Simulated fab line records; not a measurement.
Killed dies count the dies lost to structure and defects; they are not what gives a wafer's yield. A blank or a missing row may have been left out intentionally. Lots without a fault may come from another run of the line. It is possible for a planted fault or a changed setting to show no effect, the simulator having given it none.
The tool behind it: which one? :: flow nand harc :: Sampling: 10 lots, 30 wafers, 2 of 1302 route steps

WHAT THE GAUGES SHOWED, per wafer
NHARC_A_CHANNEL_HOLE_D1_OVL_MEAS_11.
lot: L782
measured: day 9 15:21
on: overlay-02
overlay x nm (nm): 0.7 0.1 0.3
overlay y nm (nm): -0.4 -0.6 -0.4

lot: L783
measured: day 9 16:01
on: overlay-02
overlay x nm (nm): -0.9 -1.1 -1.1
overlay y nm (nm): -0.8 -0.8 -0.8

lot: L784
measured: day 10 00:08
on: overlay-02
overlay x nm (nm): -0.7 0.0 -0.4
overlay y nm (nm): 0.9 1.0 0.9

lot: L786
measured: day 10 13:46
on: overlay-01
overlay x nm (nm): -1.1 -1.0 -0.7
overlay y nm (nm): -0.2 0.0 -0.6

lot: L793
measured: day 13 22:13
on: overlay-01
overlay x nm (nm): 21.5 20.9 22.4 21.7 21.6 21.5
overlay y nm (nm): -0.6 -0.2 -0.8 -0.8 -0.7 -1.2

lot: L795
measured: day 14 18:47
on: overlay-01
overlay x nm (nm): 20.8 20.7 20.9 20.7 20.4 20.6
overlay y nm (nm): 0.1 0.3 0.6 -0.2 0.2 0.1

lot: L794
measured: day 14 20:42
on: overlay-01
overlay x nm (nm): 22.7 23.0 22.9 22.6 22.9 22.6
overlay y nm (nm): 0.4 0.2 0.4 0.0 0.9 0.5

lot: L800
measured: day 16 21:48
on: overlay-01
overlay x nm (nm): -0.3 0.1 0.0
overlay y nm (nm): 0.6 0.0 0.1

lot: L801
measured: day 16 22:42
on: overlay-01
overlay x nm (nm): 0.5 0.1 0.4
overlay y nm (nm): -1.5 -0.8 -1.1

lot: L803
measured: day 17 22:47
on: overlay-01
overlay x nm (nm): -0.4 -0.4 -0.7
overlay y nm (nm): -0.8 -1.1 -1.0

TOOL THAT RAN EACH LOT (tool first, then ch and the chambers of the sampled wafers, then the start)
lot: L782
NHARC_A_CHANNEL_HOLE_D1_EXPOSE_07: arfi scanner-03 ch 0, day 9 15:07

lot: L783
NHARC_A_CHANNEL_HOLE_D1_EXPOSE_07: arfi scanner-03 ch 0, day 9 15:47

lot: L784
NHARC_A_CHANNEL_HOLE_D1_EXPOSE_07: arfi scanner-01 ch 0, day 9 23:55

lot: L786
NHARC_A_CHANNEL_HOLE_D1_EXPOSE_07: arfi scanner-03 ch 0, day 10 13:33

lot: L793
NHARC_A_CHANNEL_HOLE_D1_EXPOSE_07: arfi scanner-03 ch 0, day 13 21:59

lot: L795
NHARC_A_CHANNEL_HOLE_D1_EXPOSE_07: arfi scanner-03 ch 0, day 14 18:34

lot: L794
NHARC_A_CHANNEL_HOLE_D1_EXPOSE_07: arfi scanner-03 ch 0, day 14 20:28

lot: L800
NHARC_A_CHANNEL_HOLE_D1_EXPOSE_07: arfi scanner-01 ch 0, day 16 21:35

lot: L801
NHARC_A_CHANNEL_HOLE_D1_EXPOSE_07: arfi scanner-01 ch 0, day 16 22:29

lot: L803
NHARC_A_CHANNEL_HOLE_D1_EXPOSE_07: arfi scanner-01 ch 0, day 17 22:33
- NHARC_A_CHANNEL_HOLE_D1_EXPOSE_07: exposes mask HOLE D1, target cd 100 nm.

WHAT THE TOOLS THEMSELVES READ (means of the sampled wafers that have a number; where no wafer has one, the mark that the record gives instead)
NHARC_A_CHANNEL_HOLE_D1_EXPOSE_07.
lot: L782
tool: arfi scanner-03
exposure dose mJ cm2: 59.63

lot: L783
tool: arfi scanner-03
exposure dose mJ cm2: 59.76

lot: L784
tool: arfi scanner-01
exposure dose mJ cm2: 59.67

lot: L786
tool: arfi scanner-03
exposure dose mJ cm2: 59.72

lot: L793
tool: arfi scanner-03
exposure dose mJ cm2: 59.65

lot: L795
tool: arfi scanner-03
exposure dose mJ cm2: 59.60

lot: L794
tool: arfi scanner-03
exposure dose mJ cm2: 59.68

lot: L800
tool: arfi scanner-01
exposure dose mJ cm2: 59.63

lot: L801
tool: arfi scanner-01
exposure dose mJ cm2: 59.63

lot: L803
tool: arfi scanner-01
exposure dose mJ cm2: 59.67

THE ANSWER, worked out from the rows above alone
Rule: the lots themselves supply what counts as usual. Put in order of their means at a reading, lots are off if they are a third of the lots or fewer, leave a main group of 4 or more, and stand apart from it by a gap of 3 or more times the standard deviation of the main group's means; of several such gaps the widest counts. The tables above print the reading to a certain number of digits; a main group whose means all agree to those digits is not used. Also off: a lot with no number at a reading for which 4 or more lots have one. The other lots that the step has rows for count as sound. The gauges are gone through in route order, then the tools' own readings, and for those a lot's mean is taken as printed above. At the first step where some lot is off, the reading lying furthest off is the one used; lots without a number count as furthest.
Off: L793, L795, L794 (NHARC_A_CHANNEL_HOLE_D1_OVL_MEAS_11, overlay x nm). Main group: mean -0.3 nm, sd 0.52.
A tool fits if, at a process step before that reading, it ran every lot that is off, and no sound lot after the first of them. Those tools and the gauges at NHARC_A_CHANNEL_HOLE_D1_OVL_MEAS_11 are tried in the same way. One candidate fits, namely arfi scanner-03 at NHARC_A_CHANNEL_HOLE_D1_EXPOSE_07. A fault onset in the window from L786 (day 10 13:33, its last sound lot) to L793 (day 13 21:59, its first lot off) fits.

WHAT HAD BEEN PUT IN BY THE SIMULATOR
Scanner matching overlay: arfi scanner-03, from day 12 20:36 on, at NHARC_A_CHANNEL_HOLE_D1_EXPOSE_07. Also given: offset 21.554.
Shown lots that were struck: L793, L795, L794. The rule above found the same.
